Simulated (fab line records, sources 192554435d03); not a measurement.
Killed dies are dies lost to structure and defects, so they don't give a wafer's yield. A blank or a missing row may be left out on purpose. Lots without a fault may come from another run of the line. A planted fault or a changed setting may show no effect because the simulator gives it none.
Chamber matching | flow n5_finfet | N5_BEOL_M5_CO_CAP_78 on cvd_co-01: 3 sister chambers
The step material Co, precursor CCTBA/H2, target thk 2 nm, time 102.1 s. 6 wafers are shown with their chamber, then 11 later ones without.

WAFERS WITH THEIR CHAMBER
wafer  | chamber | heater_power_w (W)
L080.2 | 1       | 245
L080.6 | 1       | 247
L081.2 | 0       | 254
L081.5 | 0       | 250
L081.6 | 2       | 243
L084.2 | 2       | 246

WAFERS WITHOUT THEIR CHAMBER
wafer  | heater_power_w (W)
L084.3 | 242
L084.6 | 257
L085.1 | 240
L085.3 | 240
L085.4 | 247
L095.4 | 251
L095.5 | 244
L095.6 | 244
L096.4 | 244
L096.5 | 256
L096.6 | 249

WHICH CHAMBER EACH WENT THROUGH
wafer  | from the rows above          | in truth
L084.3 | can't be placed: 2 or 1      | 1
L084.6 | 0                            | 0
L085.1 | can't be placed: 2 or 1      | 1
L085.3 | can't be placed: 2 or 1      | 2
L085.4 | can't be placed: 1 or 2 or 0 | 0
L095.4 | can't be placed: 0 or 1      | 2
L095.5 | can't be placed: 2 or 1      | 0
L095.6 | can't be placed: 2 or 1      | 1
L096.4 | can't be placed: 2 or 1      | 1
L096.5 | 0                            | 0
L096.6 | can't be placed: 0 or 1 or 2 | 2
Placed correctly: 2 of 11. Can't be placed from these rows: 9 (the true chamber is among the candidates in 7). Placed wrongly: 0.
How it was worked out, from the rows above alone: a wafer's distance from a chamber is the root of the sum, over the readings, of the square of ((its reading less the chamber's mean) divided by the reading's scatter). The wafer belongs to the nearest chamber; if the next one is less than 2 further off, it can't be placed. A chamber's mean is the mean of its shown wafers. The scatter: the root of (the sum of the squares of (reading less its chamber's mean) over the shown wafers, divided by (wafers less chambers)).
